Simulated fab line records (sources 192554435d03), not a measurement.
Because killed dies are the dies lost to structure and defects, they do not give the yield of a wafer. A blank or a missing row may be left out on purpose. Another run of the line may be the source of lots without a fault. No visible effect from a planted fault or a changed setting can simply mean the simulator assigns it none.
fab line records | flow n5_finfet
[record] lots = 3 wafers = 9 last_day = 18
route steps=1938 shown BEOL_M4@1099 BEOL_M5@1112 PASSIVATION@1936
lots that met no fault: from a run of the same line without faults
start_h: start of the lot's first displayed wafer, in hours after the record's first day | wait_h: time in hours since the lot's previous step | " identical to the entry in the row above | L1.1+2: several wafers, shown together as one row | - either no value or no given start | * or withheld: withheld | < > ~ a bound
route shown NAME@n: names a module that has steps shown in the file, with the first one's number in the route | usual: mean and standard deviation over wafers with no fault | same: alike in all rows | chamber/n: place in a boat | sites: readings site by site | _std_site: how widely they spread, as a standard deviation | _edge_site: outer sites' mean less inner sites' | radius_mm: for every site, how far away it sits from the centre of the wafer | mask NAME#n: copy n | behind: the tool/chamber that last shaped the wafer | hold: the reason the lot was held/the length of the hold in hours/how it ended | device: the n, p or np transistor that did not switch | end of line: tests of these same wafers at the route's end | a step without rows: its recipe alone | killed: count of dies lost to structure and defects at first sort (not the wafer's yield) | map: dies across one wafer; x = killed, . = not, _ = none there
set.NAME: the setting as run; set.NAME@STEP: as run at that earlier step | model.NAME: the simulator's own value behind a step, which no gauge read
a table for each step, a row for each wafer; lots at some steps of the route
services: a tool's chamber out of use, with start hour (start_h, from the record's first day; less than 0 if before it), hours out, and reason
[[steps]]
[step N5_BEOL_M4_ANNEAL_95]
[recipe] temp_c = 400 time_s = 240 ambient = vacuum
[step N5_BEOL_M4_SPUTTER_96]
[recipe] material = Cu target_thk_a = 45 temp_c = -20 chamber_pressure_pa = 0.07 power_w = withheld time_s = 8.29
[step N5_BEOL_M4_ECD_50]
[recipe] material = Cu target_thk_a = 3000
[step N5_BEOL_M4_ANNEAL_51]
[recipe] temp_c = 225 time_s = 90 ambient = N2
[step N5_BEOL_M4_CMP_52]
[recipe] stop_on = SiOC t_overpolish_s = 6.8 down_force_psi = 1 platen_rpm = 50 clearing_platen_down_force_psi = 1.5 clearing_platen_rpm = 50 post_cmp_clean = cu_alkaline target_thk_nm = 40 clearing_platen_pad_velocity_m_s = 0.99484 pad_velocity_m_s = 0.99484
[step N5_BEOL_M4_PRE_CLEAN_60]
[recipe] gas = NH3/H2 time_s = 15 temp_c = * rf_power_w = 300
[step N5_BEOL_M4_CO_CAP_55]
[recipe] material = Co target_thk_a = 20 temp_c = 200 precursor = CCTBA/H2 pressure_torr = 30 time_s = 102.1
[step N5_BEOL_M4_PRE_CLEAN_56]
[recipe] gas = NH3 time_s = 15 temp_c = withheld rf_power_w = 300
[step N5_BEOL_M4_DEP_57]
[recipe] material = SiCN target_thk_a = 80 temp_c = withheld precursor = 3MS/NH3 pressure_torr = 3 rf_w = 202 time_s = 14
[step N5_BEOL_M4_RC_MEAS_101]
[usual] DIBL_N = 36.4/2.2 DIBL_P = 36.3/2.5 IOFF_N = 0.17/0.052 IOFF_P = 0.23/0.049 ION_N = 674/17 ION_P = 464/11 SS_N = 71.7/0.98 SS_P = 73.3/0.84 VT_N = 250/4 VT_P = -249/3.8
// columns lot.wafer tool chamber start_h wait_h DIBL_N[mV/V] DIBL_P[mV/V] IOFF_N[nA/um] IOFF_P[nA/um] ION_N[uA/um] ION_P[uA/um] SS_N[mV/dec] SS_P[mV/dec] VT_N[mV] VT_P[mV]
L421.2 prober-02 0 239.26 0.2 34.5 34.2 0.13 0.23 663 465 70.9 72.4 255 -247
L421.3 " 0 " " 34.0 33.9 0.13 0.22 672 474 71.0 72.7 252 -245
L421.4 " 0 " " 36.7 36.8 0.16 0.26 677 474 72.3 73.2 250 -245
L437.1 prober-02 0 323.58 0.0 36.0 35.7 0.14 0.18 660 451 71.6 73.3 252 -250
L437.2 " 0 " " 36.3 36.6 0.14 0.20 664 456 71.7 73.1 252 -254
L437.6 " 0 " " 35.0 35.0 0.13 0.18 673 460 70.7 72.7 250 -255
L439.3 prober-01 0 326.68 0.3 34.3 34.1 0.14 0.18 657 455 71.7 72.6 250 -248
L439.4 " 0 " " 36.2 37.5 0.18 0.24 682 471 70.9 72.9 243 -247
L439.6 " 0 " " 36.1 37.1 0.17 0.22 681 469 71.4 73.1 248 -248
[step N5_BEOL_M5_ILD_DEP_00]
[recipe] material = SiCOH_lowk target_thk_a = 1406.4 temp_c = 300 precursor = DEMS/porogen pressure_torr = 5 rf_w = 500 time_s = 25.9
[step N5_BEOL_M5_CURE_79]
[recipe] temp_c = 385 time_s = 240 ambient = He/Ar material = SiCOH_lowk
[step N5_BEOL_M5_PECVD_70]
[recipe] material = SiO2 target_thk_a = 160 temp_c = 400 precursor = TEOS/O2 pressure_torr = 5.5 rf_w = 450 teos_flow_sccm = 53.8 gas = O2 flow_sccm = 3000 time_s = 18
[step N5_BEOL_M5_HM_DEP_02]
[recipe] material = TiN target_thk_a = 200 temp_c = 25 chamber_pressure_pa = 0.49996
[usual] throttle_valve_pct = 30.0/1.4
// columns lot.wafer tool chamber start_h wait_h throttle_valve_pct model.TiN_of_BEOL_M5_HM_DEP_02.thk_nm
L421.2 pvd_sputter-01 - 241.92 0.7 28.8 20.2
L421.3 " - " " 31.0 19.8
L421.4 " - " " 32.4 19.8
L437.1 pvd_sputter-01 - 325.57 0.4 28.4 19.8
L437.2 " - " " 32.8 33
L437.6 " - " " 28.2 20
L439.3 pvd_sputter-02 - 328.94 0.9 30.1 20.2
L439.4 " - " " 31.2 20.4
L439.6 " - " " 28.7 20.8
[step N5_BEOL_M5_COAT_59]
[recipe] resist = SOC temp_c = 250 time_s = 60 spin_rpm = 1500 resist_thk_nm = 60
[step N5_BEOL_M5_COAT_60]
[recipe] resist = SiARC temp_c = 220 time_s = 60 spin_rpm = 1500 resist_thk_nm = 12
[step N5_BEOL_M5_COAT_71]
[recipe] resist = underlayer temp_c = 205 time_s = 60 spin_rpm = 1500 resist_thk_nm = 5
[step N5_BEOL_M5_COAT_05]
[recipe] resist = CAR-EUV spin_rpm = 1500 resist_thk_nm = 30
[step N5_BEOL_M5_EBR_07]
[recipe] solvent = PGMEA ebr_width_mm = 1.5
[step N5_BEOL_M5_SOFTBAKE_06]
[recipe] temp_c = 110 time_s = 60 resist = CAR-EUV
[step N5_BEOL_M5_EXPOSE_08]
[recipe] mask_id = M5 na = 0.33 source_shape = annular sigma_inner = 0.4 sigma_outer = 0.8 polarization = unpolarized target_cd_nm = 28 dose_mj = 35.75
[step N5_BEOL_M5_PEB_09]
[recipe] peb_temp_c = 100 peb_time_s = 60 resist = CAR-EUV
[step N5_BEOL_M5_DEVELOP_10]
[recipe] develop_time_s = 30 developer = TMAH resist = CAR-EUV rinse_liquid = surfactant_rinse dry = air_spin dev_temp_c = 23
[step N5_BEOL_M5_DESCUM_16]
[recipe] chemistry = O2 time_s = 7 source_power_w = 50 bias_power_w = 20 pressure_mtorr = 20 rf_frequency_hz = 2.712e+07 temp_c = 40 resist = CAR-EUV o2_flow_sccm = 225
[step N5_BEOL_M5_ETCH_72]
[recipe] chemistry = N2/H2 target = underlayer target_depth_a = 65 mask_material = CAR-EUV time_s = 5.2 ion_energy_ev = 200 pressure_mtorr = 30 source_w = 840 bias_w = 150 n2_flow_sccm = 200 h2_flow_sccm = 200 ends = cleared
[step N5_BEOL_M5_ETCH_61]
[recipe] chemistry = CF4 target = SiARC target_depth_a = 156 mask_material = CAR-EUV time_s = 26 ion_energy_ev = 80 pressure_mtorr = 40 source_w = 545 bias_w = 36 Ar_flow_sccm = 100 cf4_flow_sccm = 100 ends = cleared
[step N5_BEOL_M5_ETCH_62]
[recipe] chemistry = N2/H2 target = SOC target_depth_a = 750 overetch_a = 150 mask_material = SiARC temp_c = 40 time_s = 112.5 ion_energy_ev = 200 pressure_mtorr = 30 source_w = 840 bias_w = 150 n2_flow_sccm = 200 h2_flow_sccm = 200
[step N5_BEOL_M5_STRIP_63]
[recipe] chemistry = N2/H2 temp_c = 40 n2_flow_sccm = 200 h2_flow_sccm = 200 rf_frequency_hz = 6e+07
[step N5_BEOL_M5_STRIP_73]
[recipe] chemistry = N2/H2 temp_c = 40 n2_flow_sccm = 200 h2_flow_sccm = 200 rf_frequency_hz = 6e+07
[step N5_BEOL_M5_STRIP_64]
[recipe] chemistry = CF4 resist = SiARC power_w = 300 bias_power_w = 75 pressure_mtorr = 50 cf4_flow_sccm = 150 rf_frequency_hz = 6e+07
[step N5_BEOL_M5_HM_OPEN_17]
[recipe] chemistry = Cl2/BCl3 target_depth_a = 200 overetch_a = 60 target = TiN mask_material = SOC ion_energy_ev = 150 pressure_mtorr = 10 icp_w = 1000 bias_w = 126 Cl2_flow_sccm = 53.25 bcl3_flow_sccm = 21.75 Ar_flow_sccm = 25
[usual] drypump_motor_current_A = 5.7/0.38 oes_product_au = 0.71/0.073 throttle_valve_pct = 22.19/0.27
// columns lot.wafer tool chamber start_h wait_h drypump_motor_current_A oes_product_au rf_hours_counter_h throttle_valve_pct model.etch.depth_nm
L421.2 rie_metal-01 0 242.80 0.0 5.6 0.70 22 22.07 20.28
L421.3 " 0 " " 5.6 0.70 - 22.09 19.9
L421.4 " 1 " " 6.1 0.76 - 22.25 19.77
L437.1 rie_metal-01 0 326.44 0.0 5.6 0.67 29 22.08 19.9
L437.2 " 1 " " 6.0 0.83 19 22.12 24.34
L437.6 " 0 " " 5.6 0.68 - 22.09 19.94
L439.3 rie_metal-02 1 329.85 0.1 4.8 0.57 - 22.47 20.29
L439.4 " 0 " " 5.8 0.80 - 22.34 20.32
L439.6 " 1 " " 4.8 0.57 - 22.46 20.75
[step N5_BEOL_M5_STRIP_19]
[recipe] chemistry = O2 power_w = 400 temp_c = 40 pressure_mtorr = 30 rf_frequency_hz = 6e+07 bias_power_w = 0 overash_fraction = 0.2 o2_flow_sccm = 225
[step N5_BEOL_M5_COAT_65]
[recipe] resist = SOC temp_c = 250 time_s = 60 spin_rpm = 1500 resist_thk_nm = 60
[step N5_BEOL_M5_COAT_66]
[recipe] resist = SiARC temp_c = 220 time_s = 60 spin_rpm = 1500 resist_thk_nm = 12
[step N5_BEOL_M5_VIA_ETCH_34]
[recipe] chemistry = C4F6/O2 target = SiCOH_lowk target_depth_a = 883 mask_material = SOC taper_deg = 4 time_s = 39.2 ion_energy_ev = 250 pressure_mtorr = 30 source_w = 345 bias_w = 185 Ar_flow_sccm = 300 C4F6_flow_sccm = 10 O2_flow_sccm = 10
[usual] C4F6_flow_sccm = 9.998/0.026 drypump_motor_current_A = 5.73/0.27 oes_product_au = 0.78/0.079 rf_vpp_V = 659/13 showerhead_plenum_p_Torr = 2.83/0.11 throttle_valve_pct = 20.87/0.23
// columns lot.wafer tool chamber start_h wait_h C4F6_flow_sccm drypump_motor_current_A oes_product_au rf_hours_counter_h rf_vpp_V showerhead_plenum_p_Torr throttle_valve_pct
L421.2 rie_diel-01 0 244.87 0.0 10.007 5.64 0.80 88 659 2.78 20.49
L421.3 " 2 " " 9.995 5.65 0.70 226 656 2.93 21.14
L421.4 " 3 " " 9.989 5.84 0.91 - 640 2.92 20.56
L437.1 rie_diel-05 0 328.87 0.0 10.044 5.76 0.70 227 651 2.79 20.94
L437.2 " 1 " " 10.024 5.19 0.27 216 668 2.69 21.04
L437.6 " 0 " " 9.989 5.77 0.70 - 652 2.79 20.95
L439.3 rie_diel-05 0 330.94 0.0 9.992 5.82 0.69 228 651 2.79 20.93
L439.4 " 1 " " 10.005 5.18 0.68 216 669 2.69 21.16
L439.6 " 2 " " 10.002 5.66 0.92 - 648 2.79 20.86
[step N5_BEOL_M5_TRENCH_ETCH_37]
[recipe] chemistry = C4F6/O2 target_depth_a = 716.52 target = SiCOH_lowk time_s = 24.7 ion_energy_ev = 250 pressure_mtorr = 30 source_w = 345 bias_w = 185 Ar_flow_sccm = 300 C4F6_flow_sccm = 10 O2_flow_sccm = 10
[usual] C4F6_flow_sccm = 10.00/0.032 drypump_motor_current_A = 5.73/0.27 oes_product_au = 0.78/0.079 rf_vpp_V = 659/13 showerhead_plenum_p_Torr = 2.83/0.11 throttle_valve_pct = 20.91/0.23
// columns lot.wafer tool chamber start_h wait_h C4F6_flow_sccm drypump_motor_current_A oes_product_au rf_hours_counter_h rf_vpp_V showerhead_plenum_p_Torr throttle_valve_pct model.TiN_of_BEOL_M5_HM_DEP_02.thk_nm
L421.2 rie_diel-01 0 - - 10.00 5.64 0.80 88 660 2.78 20.52 18.2
L421.3 " 2 " " 9.99 5.68 0.70 226 656 2.93 21.17 17.8
L421.4 " 3 " " 10.02 5.85 0.90 - 641 2.92 20.60 17.6
L437.1 rie_diel-05 0 - - 10.00 5.78 0.69 227 651 2.79 20.98 17.8
L437.2 " 1 " " 10.04 5.17 0.68 216 669 2.69 21.20 30.8
L437.6 " 0 " " 10.01 5.76 0.69 - 651 2.79 20.96 18
L439.3 rie_diel-05 0 - - 9.99 5.80 0.69 228 652 2.79 20.98 18.2
L439.4 " 1 " " 9.98 5.14 0.68 216 668 2.69 21.21 18.2
L439.6 " 2 " " 10.01 5.63 0.93 - 648 2.79 20.91 18.6
[step N5_BEOL_M5_OCD_MEAS_38]
[usual] trench_depth_nm = 71.1/1.3
// columns lot.wafer tool chamber start_h wait_h trench_depth_nm
L421.2 ocd-02 - 245.11 - 69.5
L421.3 " - " " 71.6
L421.4 " - " " 71.7
L437.1 ocd-02 - 329.10 - 69.3
L437.2 " - " " -
L437.6 " - " " 69.7
L439.3 ocd-01 - 331.18 - 68.0
L439.4 " - " " 68.7
L439.6 " - " " 70.2
[step N5_BEOL_M5_CD_MEAS_35]
[recipe] target_cd_nm = 28 target_cd_y_nm = 24 polarity = opening
[usual] cd_nm = 27.9/0.42
// columns lot.wafer tool chamber start_h wait_h cd_nm
L421.2 cd_sem-02 - 245.26 0.0 27.6
L421.3 " - " " 27.6
L421.4 " - " " 28.3
L437.1 cd_sem-01 - 329.26 0.0 28.1
L437.2 " - " " -
L437.6 " - " " 28.0
L439.3 cd_sem-02 - 331.34 0.0 28.0
L439.4 " - " " 28.1
L439.6 " - " " 28.7
[step N5_PASSIVATION_PROBE_49]
[usual] defect_limited_yield = 91.2/1.4 killed_at_M0_to_M3 = 34/9.3 killed_at_M4_up = 14/5.9 killed_at_contacts = 14/5.7 killed_at_front_end = 38/10 killed_at_other = 4/3.2 killed_dies = 104/17 killed_on_rim = 14/4 killed_open = 67/13 killed_short = 33/6.9 sort_bin_5_function = 5.2/1 sort_bin_6_memory = 3.3/0.61 sort_n_pass = 1069/52 sort_yield_pct = 91/4.4
[same] gross_dies = 1180 killed_at_back_side = 0 sort_bin_4_leakage[%] = 0 sort_bin_8_speed[%] = 0
// columns lot.wafer tool chamber start_h wait_h defect_limited_yield[%] killed_at_M0_to_M3 killed_at_M4_up killed_at_contacts killed_at_front_end killed_at_other killed_dies killed_on_rim killed_open killed_short sort_bin_5_function[%] sort_bin_6_memory[%] sort_n_pass sort_yield_pct[%]
L421.2 prober-02 - 349.79 0.8 90.7 32 20 11 44 3 110 12 65 44 5.0 4.0 1070 91
L421.3 prober-02 - 349.84 0.9 89.2 42 11 16 58 0 127 16 92 31 6.4 4.2 1053 89
L421.4 prober-02 - 349.89 0.9 90.0 33 11 29 38 7 118 20 77 38 6.6 3.2 1062 90
L439.3 prober-01 - 428.77 0.1 91.5 40 5 21 26 8 100 9 67 25 5.5 2.7 1080 92
L439.4 prober-01 - 428.82 0.2 93.1 28 9 16 26 3 82 11 52 26 3.7 2.9 1098 93
L439.6 prober-01 - 428.92 0.3 92.7 36 5 5 37 3 86 13 59 26 4.6 2.7 1094 93
L437.1 prober-01 - 431.57 0.0 91.8 35 14 10 28 10 97 17 63 29 4.8 2.7 1083 92
L437.2 prober-01 - 431.62 0.1 0 24 1121 7 27 1 1180 152 50 31 97.1 2.4 0 0
L437.6 prober-01 - 431.82 0.3 92.2 35 14 12 28 3 92 13 61 23 4.5 2.8 1088 92
// killed by level:class
L421.2 FIN_SAQP:geometric_particle:short=12 FIN_SAQP:geometric_particle:open=11 BEOL_M0_SAQP:geometric_particle:short=9 BEOL_M4:geometric_particle:open=7 MOL_CONTACT_COAG:geometric_particle:open=6 MOL_CONTACT_COAG:geometric_particle:short=5 BEOL_M0:geometric_particle:open=5 BEOL_M2:geometric_particle:open=5
L421.3 FIN_SAQP:geometric_particle:open=23 MOL_CONTACT_COAG:geometric_particle:open=15 BEOL_M0_SAQP:geometric_particle:open=12 FIN_SAQP:geometric_particle:short=10 STI_FIN_REVEAL:geometric_particle:open=7 BEOL_M3:geometric_particle:open=7 BEOL_M0_SAQP:geometric_particle:short=6 BEOL_M0:geometric_particle:open=5
L421.4 MOL_CONTACT_COAG:geometric_particle:open=28 BEOL_M0_SAQP:geometric_particle:short=14 FIN_SAQP:geometric_particle:open=12 BEOL_M0_SAQP:geometric_particle:open=6 FIN_SAQP:geometric_particle:short=5 DUMMY_GATE:geometric_particle:open=4 STARTING-WAFER:geometric_particle:short=4 ILD0:geometric_particle:short=3
L439.3 MOL_CONTACT_COAG:geometric_particle:open=19 BEOL_M2:geometric_particle:open=9 BEOL_M1:geometric_particle:open=8 BEOL_M3:geometric_particle:open=8 GATE_CUT:geometric_particle:short=7 DUMMY_GATE:geometric_particle:open=4 BEOL_M0_SAQP:geometric_particle:short=3 MIM_TOP:geometric_particle:open=3
L439.4 MOL_CONTACT_COAG:geometric_particle:open=12 FIN_SAQP:geometric_particle:short=7 BEOL_M0_SAQP:geometric_particle:open=7 BEOL_M4:geometric_particle:open=5 FIN_SAQP:geometric_particle:open=4 GATE_CUT:geometric_particle:short=4 BEOL_M2:geometric_particle:open=4 BEOL_M0_SAQP:geometric_particle:short=4
L439.6 STI_FIN_REVEAL:geometric_particle:open=10 GATE_CUT:geometric_particle:short=8 BEOL_M0_SAQP:geometric_particle:short=7 BEOL_M3:geometric_particle:open=6 BEOL_M0_SAQP:geometric_particle:open=6 BEOL_M1:geometric_particle:open=6 BEOL_M2:geometric_particle:open=5 FIN_SAQP:geometric_particle:open=4
L437.1 BEOL_M3:geometric_particle:open=11 BEOL_M2:geometric_particle:open=10 MOL_CONTACT_COAG:geometric_particle:open=8 BEOL_M4:geometric_particle:open=6 GATE_CUT:geometric_particle:short=5 BEOL_M1:geometric_particle:open=5 FIN_SAQP:geometric_particle:short=4 FIN_SAQP:geometric_particle:open=4
L437.2 BEOL_M5:area_open=1098 MOL_CONTACT_COAG:geometric_particle:open=7 STI_FIN_REVEAL:geometric_particle:open=6 BEOL_M0_SAQP:geometric_particle:short=6 BEOL_M3:geometric_particle:open=6 BEOL_M4:geometric_particle:open=6 FIN_SAQP:geometric_particle:short=5 BEOL_M8:geometric_particle:open=5
L437.6 BEOL_M3:geometric_particle:open=13 MOL_CONTACT_COAG:geometric_particle:open=8 BEOL_M4:geometric_particle:open=7 BEOL_M0_SAQP:geometric_particle:short=5 BEOL_M1:geometric_particle:open=5 BEOL_M3:geometric_particle:short=4 STARTING-WAFER:geometric_particle:short=4 STARTING-WAFER:geometric_particle:open=4
// map L437.2 (x killed, . not)
_________________xxxxxxxxxxxx________________
______________xxxxxxxxxxxxxxxxxx_____________
___________xxxxxxxxxxxxxxxxxxxxxxxx__________
__________xxxxxxxxxxxxxxxxxxxxxxxxxx_________
________xxxxxxxxxxxxxxxxxxxxxxxxxxxxxx_______
_______xxxxxxxxxxxxxxxxxxxxxxxxxxxxxxxx______
______xxxxxxxxxxxxxxxxxxxxxxxxxxxxxxxxxx_____
_____xxxxxxxxxxxxxxxxxxxxxxxxxxxxxxxxxxxx____
____xxxxxxxxxxxxxxxxxxxxxxxxxxxxxxxxxxxxxx___
___xxxxxxxxxxxxxxxxxxxxxxxxxxxxxxxxxxxxxxxx__
___xxxxxxxxxxxxxxxxxxxxxxxxxxxxxxxxxxxxxxxx__
__xxxxxxxxxxxxxxxxxxxxxxxxxxxxxxxxxxxxxxxxxx_
__xxxxxxxxxxxxxxxxxxxxxxxxxxxxxxxxxxxxxxxxxx_
_xxxxxxxxxxxxxxxxxxxxxxxxxxxxxxxxxxxxxxxxxxxx
_xxxxxxxxxxxxxxxxxxxxxxxxxxxxxxxxxxxxxxxxxxxx
_xxxxxxxxxxxxxxxxxxxxxxxxxxxxxxxxxxxxxxxxxxxx
_xxxxxxxxxxxxxxxxxxxxxxxxxxxxxxxxxxxxxxxxxxxx
_xxxxxxxxxxxxxxxxxxxxxxxxxxxxxxxxxxxxxxxxxxxx
_xxxxxxxxxxxxxxxxxxxxxxxxxxxxxxxxxxxxxxxxxxxx
_xxxxxxxxxxxxxxxxxxxxxxxxxxxxxxxxxxxxxxxxxxxx
_xxxxxxxxxxxxxxxxxxxxxxxxxxxxxxxxxxxxxxxxxxxx
__xxxxxxxxxxxxxxxxxxxxxxxxxxxxxxxxxxxxxxxxxx_
__xxxxxxxxxxxxxxxxxxxxxxxxxxxxxxxxxxxxxxxxxx_
___xxxxxxxxxxxxxxxxxxxxxxxxxxxxxxxxxxxxxxxx__
___xxxxxxxxxxxxxxxxxxxxxxxxxxxxxxxxxxxxxxxx__
____xxxxxxxxxxxxxxxxxxxxxxxxxxxxxxxxxxxxxx___
_____xxxxxxxxxxxxxxxxxxxxxxxxxxxxxxxxxxxx____
______xxxxxxxxxxxxxxxxxxxxxxxxxxxxxxxxxx_____
_______xxxxxxxxxxxxxxxxxxxxxxxxxxxxxxxx______
________xxxxxxxxxxxxxxxxxxxxxxxxxxxxxx_______
__________xxxxxxxxxxxxxxxxxxxxxxxxxx_________
___________xxxxxxxxxxxxxxxxxxxxxxxx__________
______________xxxxxxxxxxxxxxxxxx_____________
_________________xxxxxxxxxxxx________________
// map L421.3 (x killed, . not)
_________________............________________
______________.......x.........._____________
___________..x...x.....x...........__________
__________...............x......x..._________
________..........xxx..............x.._______
_______..x..........x...x..........x...______
______...............x........xx........_____
_____.....x..x..x..x.................x.x.____
____....x......................x...x.x.xx.___
___...........................x.........x..__
___....x..................x...........x....__
__..........x...x.....x.....x........x......_
__...x..........x....................xx..x.._
_....x........................xx.....x.....x.
_.x............x..xx........x.x.........x..x.
_....x..xx..................xxxx.............
_..........x......x...x..x........x.x...xx..x
_.......x.......................x...x........
_..x.............x....x.......xx...x......x..
_..................................x.........
_....x...............x.....x..............x..
__.........x....x.x.x....................x.x_
__x.............x..................x........_
___x..x...........xx...xx.................x__
___............x.........x.....x...........__
____.......x............x.........x.......___
_____x........................x..........____
______........x.......x................._____
_______x.........................x....x______
________...................x..x......._______
__________.....x.........x.........._________
___________.x...x....x..........x..__________
______________.....x............_____________
_________________..........x.________________
[[services]]
// columns tool chamber start_h hours kind
rie_metal-01 - 219.62 2.8 pm
rie_diel-01 1 226.27 14.9 repair
rie_metal-02 0 229.49 - clean
rie_metal-02 0 229.49 16.1 scheduled_down
rie_metal-02 0 229.49 16.1 vent_cycle
rie_diel-01 3 231.16 2.1 repair
rie_diel-01 1 243.55 4.0 repair
rie_diel-05 2 245.07 - clean
rie_diel-05 2 245.07 - consumable_replace:focus_ring
rie_diel-05 2 245.07 17.8 scheduled_down
rie_diel-05 2 245.07 17.8 vent_cycle
rie_diel-05 2 283.64 2.9 repair
rie_diel-05 2 290.80 7.5 repair
rie_metal-02 0 304.83 6.8 repair
rie_diel-01 2 321.42 - clean
rie_diel-01 2 321.42 - consumable_replace:focus_ring
rie_diel-01 2 321.42 26.0 scheduled_down
rie_diel-01 2 321.42 26.0 vent_cycle
[[key]]
[first_sign] step = N5_BEOL_M5_VIA_ETCH_34 reading = oes_product_au direction = down sigmas = 6.4 usual = 0.78 struck = 0.27
[effect] step = N5_BEOL_M5_OCD_MEAS_38 reading = trench_depth_nm direction = missing
[effect] step = N5_BEOL_M5_CD_MEAS_35 reading = cd_nm direction = missing
[effect] step = N5_PASSIVATION_PROBE_49 reading = killed_at_M4_up direction = up sigmas = 99+ usual = 14 struck = 1121
[model_effect] step = N5_BEOL_M5_HM_DEP_02 value = TiN_of_BEOL_M5_HM_DEP_02.thk_nm without = 19.2 struck = 33
[model_effect] step = N5_BEOL_M5_HM_OPEN_17 value = etch.depth_nm without = 19.28 struck = 24.34
[model_effect] step = N5_BEOL_M5_TRENCH_ETCH_37 value = TiN_of_BEOL_M5_HM_DEP_02.thk_nm without = 17.2 struck = 30.8
[more_kills_born_at] N5_BEOL_M5_HM_OPEN_17@rie_metal-01 = 1098
met_at N5_BEOL_M5_HM_DEP_02
struck_wafers L437.2
later_rows_left_out L437.2
onset_between 241.92 325.57
[fault] kind = process_parameter_drift tool = pvd_sputter-01 chamber = - onset_h = 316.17 steps = N5_BEOL_M5_HM_DEP_02 channel = target_thk_a offset = * shape = step end_h = 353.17 acts_in = * stated = * scope = struck_wafers_only
// later_rows_left_out: the simulator's readings of these wafers behind a module that went badly wrong aren't trusted and aren't shown, but for the sort
